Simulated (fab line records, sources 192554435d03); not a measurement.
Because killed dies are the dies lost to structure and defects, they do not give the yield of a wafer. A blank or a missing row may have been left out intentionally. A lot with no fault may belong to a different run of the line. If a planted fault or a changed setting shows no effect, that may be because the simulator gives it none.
What tool caused it? :: flow n5 finfet :: 25 wafers from 10 lots sampled at 5 of the route's 1938 steps

WHAT THE GAUGES SHOWED, per wafer
N5_MOL_CONTACT_COAG_CD_MEAS_08: the cd target is 28 nm. Usual: 27.98 nm for cd nm, sd 0.23.
lot: L746
measured: day 6 00:14
on: cd sem-01
cd nm (nm): 27.85 27.79 27.68
flag: 

lot: L749
measured: day 6 17:23
on: cd sem-03
cd nm (nm): 28.32 28.40 28.25
flag: 

lot: L751
measured: day 7 21:57
on: cd sem-03
cd nm (nm): 27.91 27.91
flag: 

lot: L752
measured: day 8 02:51
on: cd sem-02
cd nm (nm): 27.93 28.10
flag: 

lot: L754
measured: day 8 06:11
on: cd sem-02
cd nm (nm): 28.04
flag: 

lot: L755
measured: day 8 07:19
on: cd sem-02
cd nm (nm): 28.01 28.11
flag: 

lot: L759
measured: day 10 02:28
on: cd sem-01
cd nm (nm): 27.96 27.47 28.01
flag: 

lot: L762
measured: day 11 16:38
on: cd sem-02
cd nm (nm): 27.93 28.36 27.93
flag: 

lot: L761
measured: day 11 18:05
on: cd sem-03
cd nm (nm): 27.70 27.89 28.66
flag: 

lot: L764
measured: day 11 18:38
on: cd sem-03
cd nm (nm): 28.27 28.35 28.24
flag: 

N5_BEOL_M4_RC_MEAS_101. Usual: DIBL_N 36.5 mV/V, standard deviation 1.2; DIBL_P 36.5 mV/V, standard deviation 1.6; IOFF_N 0.162 nA/um, standard deviation 0.023; IOFF_P 0.221 nA/um, standard deviation 0.03; ION_N 678 uA/um, standard deviation 8; ION_P 466 uA/um, standard deviation 6.3; SS_N 71.6 mV/dec, standard deviation 0.46; SS_P 73.3 mV/dec, standard deviation 0.57; VT_N 249.2 mV, standard deviation 2.6; VT_P -249 mV, standard deviation 3.3.
lot: L746
measured: day 11 11:25
on: prober-02
DIBL_N (mV/V): 36.1 36.5 35.3
DIBL_P (mV/V): 37.8 37.9 36.7
IOFF_N (nA/um): 0.161 0.169 0.151
IOFF_P (nA/um): 0.257 0.252 0.234
ION_N (uA/um): 681 686 677
ION_P (uA/um): 471 475 470
SS_N (mV/dec): 72.2 72.2 72.2
SS_P (mV/dec): 74.1 73.7 73.3
VT_N (mV): 250.2 248.9 248.3
VT_P (mV): -245 -245 -245
flag: 

lot: L749
measured: day 11 17:20
on: prober-02
DIBL_N (mV/V): 35.8 35.8 35.5
DIBL_P (mV/V): 36.0 36.5 35.2
IOFF_N (nA/um): 0.152 0.151 0.148
IOFF_P (nA/um): 0.205 0.210 0.194
ION_N (uA/um): 680 669 682
ION_P (uA/um): 465 458 464
SS_N (mV/dec): 71.8 71.4 71.0
SS_P (mV/dec): 73.0 73.1 73.2
VT_N (mV): 252.3 249.7 250.3
VT_P (mV): -252 -250 -252
flag: 

lot: L751
measured: day 12 02:10
on: prober-01
DIBL_N (mV/V): 38.3 37.4
DIBL_P (mV/V): 39.0 37.6
IOFF_N (nA/um): 0.199 0.173
IOFF_P (nA/um): 0.261 0.230
ION_N (uA/um): 684 665
ION_P (uA/um): 465 458
SS_N (mV/dec): 72.4 72.0
SS_P (mV/dec): 74.4 73.6
VT_N (mV): 245.0 249.0
VT_P (mV): -247 -251
flag: 

lot: L752
measured: day 12 23:46
on: prober-02
DIBL_N (mV/V): 35.7 36.8
DIBL_P (mV/V): 35.1 36.9
IOFF_N (nA/um): 0.158 0.188
IOFF_P (nA/um): 0.179 0.210
ION_N (uA/um): 681 689
ION_P (uA/um): 454 463
SS_N (mV/dec): 71.3 72.1
SS_P (mV/dec): 73.0 73.7
VT_N (mV): 252.5 249.9
VT_P (mV): -254 -250
flag: 

lot: L754
measured: day 13 03:05
on: prober-01
DIBL_N (mV/V): 37.1
DIBL_P (mV/V): 37.6
IOFF_N (nA/um): 0.177
IOFF_P (nA/um): 0.246
ION_N (uA/um): 686
ION_P (uA/um): 471
SS_N (mV/dec): 71.3
SS_P (mV/dec): 72.5
VT_N (mV): 247.3
VT_P (mV): -246
flag: 

lot: L755
measured: day 13 03:07
on: prober-02
DIBL_N (mV/V): 35.8 36.0
DIBL_P (mV/V): 35.7 35.9
IOFF_N (nA/um): 0.152 0.150
IOFF_P (nA/um): 0.210 0.220
ION_N (uA/um): 676 668
ION_P (uA/um): 464 458
SS_N (mV/dec): 71.9 71.1
SS_P (mV/dec): 73.0 72.9
VT_N (mV): 250.9 252.0
VT_P (mV): -250 -249
flag: 

lot: L759
measured: day 14 11:44
on: prober-01
DIBL_N (mV/V): 36.2 35.3 34.6
DIBL_P (mV/V): 38.9 38.1 36.3
IOFF_N (nA/um): 0.194 0.165 0.152
IOFF_P (nA/um): 0.254 0.232 0.215
ION_N (uA/um): 695 677 678
ION_P (uA/um): 471 464 465
SS_N (mV/dec): 72.0 72.7 71.9
SS_P (mV/dec): 73.8 72.7 73.0
VT_N (mV): 247.0 248.3 251.2
VT_P (mV): -246 -248 -247
flag: 

lot: L762
measured: day 16 01:32
on: prober-02
DIBL_N (mV/V): 37.5 37.1 35.6
DIBL_P (mV/V): 37.2 36.5 34.3
IOFF_N (nA/um): 0.169 0.147 0.125
IOFF_P (nA/um): 0.210 0.203 0.176
ION_N (uA/um): 675 669 668
ION_P (uA/um): 462 462 459
SS_N (mV/dec): 72.1 72.0 70.9
SS_P (mV/dec): 73.1 72.9 73.2
VT_N (mV): 250.7 251.4 253.9
VT_P (mV): -251 -249 -252
flag: 

lot: L761
measured: day 16 04:32
on: prober-01
DIBL_N (mV/V): 38.0 37.1 36.0
DIBL_P (mV/V): 36.7 35.6 34.9
IOFF_N (nA/um): 0.167 0.155 0.138
IOFF_P (nA/um): 0.214 0.203 0.189
ION_N (uA/um): 674 677 672
ION_P (uA/um): 462 465 464
SS_N (mV/dec): 72.0 71.5 71.7
SS_P (mV/dec): 74.3 72.9 73.1
VT_N (mV): 246.7 248.8 250.6
VT_P (mV): -249 -250 -249
flag: 

lot: L764
measured: day 16 07:52
on: prober-02
DIBL_N (mV/V): 38.1 37.7 39.2
DIBL_P (mV/V): 38.1 36.9 38.9
IOFF_N (nA/um): 0.181 0.170 0.206
IOFF_P (nA/um): 0.251 0.233 0.258
ION_N (uA/um): 678 691 690
ION_P (uA/um): 468 469 463
SS_N (mV/dec): 72.3 72.2 72.1
SS_P (mV/dec): 74.5 74.4 73.9
VT_N (mV): 248.3 249.1 245.9
VT_P (mV): -249 -247 -249
flag: 

WHAT TOOL EACH LOT RAN ON (gives the tool, then ch and the chambers of the sampled wafers, and finally the start)
lot: L746
N5_MOL_CONTACT_COAG_ETCH_106: rie diel-04 ch 0,3, day 6 00:26
N5_MOL_CONTACT_COAG_ETCH_15: rie diel-04 ch 0,3, day 6 00:34
N5_MOL_CONTACT_COAG_ALD_27: ald sin-04 ch 1,2, day 6 07:27

lot: L749
N5_MOL_CONTACT_COAG_ETCH_106: rie diel-06 ch 0,2,3, day 6 17:43
N5_MOL_CONTACT_COAG_ETCH_15: rie diel-06 ch 0,2,3, day 6 17:51
N5_MOL_CONTACT_COAG_ALD_27: ald sin-03 ch 0,1,2, day 7 01:11

lot: L751
N5_MOL_CONTACT_COAG_ETCH_106: rie diel-01 ch 0,1, day 7 22:10
N5_MOL_CONTACT_COAG_ETCH_15: rie diel-01 ch 0,1, day 7 22:17
N5_MOL_CONTACT_COAG_ALD_27: ald sin-01 ch 0,3, day 8 02:39

lot: L752
N5_MOL_CONTACT_COAG_ETCH_106: rie diel-01 ch 0, day 8 03:04
N5_MOL_CONTACT_COAG_ETCH_15: rie diel-01 ch 0, day 8 03:11
N5_MOL_CONTACT_COAG_ALD_27: ald sin-01 ch 2, day 8 12:25

lot: L754
N5_MOL_CONTACT_COAG_ETCH_106: rie diel-01 ch 0, day 8 06:25
N5_MOL_CONTACT_COAG_ETCH_15: rie diel-01 ch 0, day 8 06:33
N5_MOL_CONTACT_COAG_ALD_27: ald sin-01 ch 2, day 8 20:25

lot: L755
N5_MOL_CONTACT_COAG_ETCH_106: rie diel-06 ch 0,1, day 8 07:32
N5_MOL_CONTACT_COAG_ETCH_15: rie diel-06 ch 0,1, day 8 07:40
N5_MOL_CONTACT_COAG_ALD_27: ald sin-01 ch 1,2, day 8 18:07

lot: L759
N5_MOL_CONTACT_COAG_ETCH_106: rie diel-01 ch 0,1,3, day 10 02:40
N5_MOL_CONTACT_COAG_ETCH_15: rie diel-01 ch 0,1,3, day 10 02:48
N5_MOL_CONTACT_COAG_ALD_27: ald sin-04 ch 0,1,2, day 10 13:03

lot: L762
N5_MOL_CONTACT_COAG_ETCH_106: rie diel-04 ch 0,2,3, day 11 17:09
N5_MOL_CONTACT_COAG_ETCH_15: rie diel-04 ch 0,2,3, day 11 17:17
N5_MOL_CONTACT_COAG_ALD_27: ald sin-01 ch 0,1,2, day 12 03:48

lot: L761
N5_MOL_CONTACT_COAG_ETCH_106: rie diel-04 ch 1,2,3, day 11 18:17
N5_MOL_CONTACT_COAG_ETCH_15: rie diel-04 ch 1,2,3, day 11 18:26
N5_MOL_CONTACT_COAG_ALD_27: ald sin-03 ch 1,2, day 12 04:04

lot: L764
N5_MOL_CONTACT_COAG_ETCH_106: rie diel-04 ch 0,3, day 11 18:57
N5_MOL_CONTACT_COAG_ETCH_15: rie diel-04 ch 0,3, day 11 19:05
N5_MOL_CONTACT_COAG_ALD_27: ald sin-01 ch 2,3, day 12 05:20
- N5_MOL_CONTACT_COAG_ETCH_106: etches SOC in N2/H2, target depth 80 nm, overetch 16 nm, time 120 s.
- N5_MOL_CONTACT_COAG_ETCH_15: etches SiNx in CH3F/O2, stops on Si:P, target depth 7 nm.
- N5_MOL_CONTACT_COAG_ALD_27: deposits SiOC, target thk 17 nm, pulse time 1.5 s, time 2720 s.

WHAT THE TOOLS THEMSELVES READ (means of the sampled wafers that have a number; where no wafer has one, the mark that the record gives instead)
N5_MOL_CONTACT_COAG_ETCH_106. Usual: drypump motor current A 5.8 A, standard deviation 0.42; oes product au 0.71 a.u., standard deviation 0.048; rf vpp V 525.1 V, standard deviation 2.1; showerhead plenum p Torr 2.58 Torr, standard deviation 0.073; throttle valve pct 17.84 %, standard deviation 0.22.
lot: L746
tool: rie diel-04
drypump motor current A (A): 6.4
oes product au (a.u.): 0.64
rf vpp V (V): 521.3
showerhead plenum p Torr (Torr): 2.48
throttle valve pct (%): 17.90
flag: 

lot: L749
tool: rie diel-06
drypump motor current A (A): 5.6
oes product au (a.u.): 0.68
rf vpp V (V): 525.0
showerhead plenum p Torr (Torr): 2.57
throttle valve pct (%): 17.87
flag: 

lot: L751
tool: rie diel-01
drypump motor current A (A): 5.8
oes product au (a.u.): 0.74
rf vpp V (V): 527.0
showerhead plenum p Torr (Torr): 2.63
throttle valve pct (%): 17.84
flag: 

lot: L752
tool: rie diel-01
drypump motor current A (A): 5.8
oes product au (a.u.): 0.75
rf vpp V (V): 527.6
showerhead plenum p Torr (Torr): 2.68
throttle valve pct (%): 17.89
flag: 

lot: L754
tool: rie diel-01
drypump motor current A (A): 5.8
oes product au (a.u.): 0.75
rf vpp V (V): 528.2
showerhead plenum p Torr (Torr): 2.68
throttle valve pct (%): 17.90
flag: 

lot: L755
tool: rie diel-06
drypump motor current A (A): 5.8
oes product au (a.u.): 0.70
rf vpp V (V): 524.0
showerhead plenum p Torr (Torr): 2.54
throttle valve pct (%): 17.96
flag: 

lot: L759
tool: rie diel-01
drypump motor current A (A): 5.7
oes product au (a.u.): 0.71
rf vpp V (V): 525.4
showerhead plenum p Torr (Torr): 2.60
throttle valve pct (%): 17.89
flag: 

lot: L762
tool: rie diel-04
drypump motor current A (A): 6.1
oes product au (a.u.): 0.69
rf vpp V (V): 526.4
showerhead plenum p Torr (Torr): 2.65
throttle valve pct (%): 17.92
flag: 

lot: L761
tool: rie diel-04
drypump motor current A (A): 5.7
oes product au (a.u.): 0.66
rf vpp V (V): 525.6
showerhead plenum p Torr (Torr): 2.60
throttle valve pct (%): 17.83
flag: 

lot: L764
tool: rie diel-04
drypump motor current A (A): 6.5
oes product au (a.u.): 0.71
rf vpp V (V): 528.0
showerhead plenum p Torr (Torr): 2.66
throttle valve pct (%): 17.65
flag: 

N5_MOL_CONTACT_COAG_ETCH_15. Usual: drypump motor current A 5.8 A, standard deviation 0.42; oes_f_703_au 0.79 a.u., standard deviation 0.053; oes product au 0.58 a.u., standard deviation 0.039; rf vpp V 298 V, standard deviation 3.9; showerhead plenum p Torr 2.03 Torr, standard deviation 0.056; throttle valve pct 16.34 %, standard deviation 0.19.
lot: L746
tool: rie diel-04
drypump motor current A (A): 6.4
oes_f_703_au (a.u.): 0.73
oes product au (a.u.): 0.53
rf vpp V (V): 296
showerhead plenum p Torr (Torr): 1.95
throttle valve pct (%): 16.44
flag: 

lot: L749
tool: rie diel-06
drypump motor current A (A): 5.6
oes_f_703_au (a.u.): 0.76
oes product au (a.u.): 0.55
rf vpp V (V): 296
showerhead plenum p Torr (Torr): 2.02
throttle valve pct (%): 16.33
flag: 

lot: L751
tool: rie diel-01
drypump motor current A (A): 5.8
oes_f_703_au (a.u.): 0.82
oes product au (a.u.): 0.62
rf vpp V (V): 299
showerhead plenum p Torr (Torr): 2.07
throttle valve pct (%): 16.32
flag: 

lot: L752
tool: rie diel-01
drypump motor current A (A): 5.8
oes_f_703_au (a.u.): 0.82
oes product au (a.u.): 0.61
rf vpp V (V): 302
showerhead plenum p Torr (Torr): 2.11
throttle valve pct (%): 16.33
flag: 

lot: L754
tool: rie diel-01
drypump motor current A (A): 5.7
oes_f_703_au (a.u.): 0.82
oes product au (a.u.): 0.62
rf vpp V (V): 303
showerhead plenum p Torr (Torr): 2.11
throttle valve pct (%): 16.32
flag: 

lot: L755
tool: rie diel-06
drypump motor current A (A): 5.8
oes_f_703_au (a.u.): 0.79
oes product au (a.u.): 0.58
rf vpp V (V): 298
showerhead plenum p Torr (Torr): 2.00
throttle valve pct (%): 16.43
flag: 

lot: L759
tool: rie diel-01
drypump motor current A (A): 5.7
oes_f_703_au (a.u.): 0.80
oes product au (a.u.): 0.59
rf vpp V (V): 300
showerhead plenum p Torr (Torr): 2.04
throttle valve pct (%): 16.39
flag: 

lot: L762
tool: rie diel-04
drypump motor current A (A): 6.1
oes_f_703_au (a.u.): 0.78
oes product au (a.u.): 0.57
rf vpp V (V): 300
showerhead plenum p Torr (Torr): 2.08
throttle valve pct (%): 16.42
flag: 

lot: L761
tool: rie diel-04
drypump motor current A (A): 5.8
oes_f_703_au (a.u.): 0.74
oes product au (a.u.): 0.54
rf vpp V (V): 298
showerhead plenum p Torr (Torr): 2.04
throttle valve pct (%): 16.37
flag: 

lot: L764
tool: rie diel-04
drypump motor current A (A): 6.5
oes_f_703_au (a.u.): 0.78
oes product au (a.u.): 0.58
rf vpp V (V): 300
showerhead plenum p Torr (Torr): 2.09
throttle valve pct (%): 16.21
flag: 

N5_MOL_CONTACT_COAG_ALD_27. Usual: heater power w 883 W, standard deviation 100; precursor pulse height rel 0.999, standard deviation 0.018; run length s 2770.0 s, standard deviation 0.45.
lot: L746
tool: ald sin-04
heater power w (W): 895
precursor pulse height rel: 0.999
run length s (s): 2769.8
flag: 

lot: L749
tool: ald sin-03
heater power w (W): 897
precursor pulse height rel: 1.012
run length s (s): 2769.8
flag: 

lot: L751
tool: ald sin-01
heater power w (W): 866
precursor pulse height rel: 0.984
run length s (s): 3171.1
flag: OFF

lot: L752
tool: ald sin-01
heater power w (W): 952
precursor pulse height rel: 0.985
run length s (s): 2970.5
flag: OFF

lot: L754
tool: ald sin-01
heater power w (W): 943
precursor pulse height rel: 1.009
run length s (s): 2769.6
flag: 

lot: L755
tool: ald sin-01
heater power w (W): 888
precursor pulse height rel: 0.992
run length s (s): 3170.8
flag: OFF

lot: L759
tool: ald sin-04
heater power w (W): 851
precursor pulse height rel: 0.994
run length s (s): 2769.7
flag: 

lot: L762
tool: ald sin-01
heater power w (W): 923
precursor pulse height rel: 0.994
run length s (s): 2769.9
flag: 

lot: L761
tool: ald sin-03
heater power w (W): 988
precursor pulse height rel: 1.009
run length s (s): 2770.6
flag: 

lot: L764
tool: ald sin-01
heater power w (W): 828
precursor pulse height rel: 0.998
run length s (s): 2769.9
flag: 

THE ANSWER, worked out from the rows above alone
Rule: lot off if the mean of its wafers having a number is beyond 3 standard deviations from the usual mean. Also off: a lot with no number at a reading for which 4 or more lots have one. All remaining lots with rows at the step are treated as sound. Order of review: gauges by route order, followed by the tools' own readings, for which a lot's mean as printed above is used. At the first step where some lot is off, the reading lying furthest off is the one used; lots without a number count as furthest.
Off: L751, L752, L755 (N5_MOL_CONTACT_COAG_ALD_27, run length s).
If a tool, at that step or one of the process steps before it, ran each lot that is off and ran no sound lot following the first of them, it fits. None of those tried fits.

WHAT THE SIMULATOR HAD PUT IN
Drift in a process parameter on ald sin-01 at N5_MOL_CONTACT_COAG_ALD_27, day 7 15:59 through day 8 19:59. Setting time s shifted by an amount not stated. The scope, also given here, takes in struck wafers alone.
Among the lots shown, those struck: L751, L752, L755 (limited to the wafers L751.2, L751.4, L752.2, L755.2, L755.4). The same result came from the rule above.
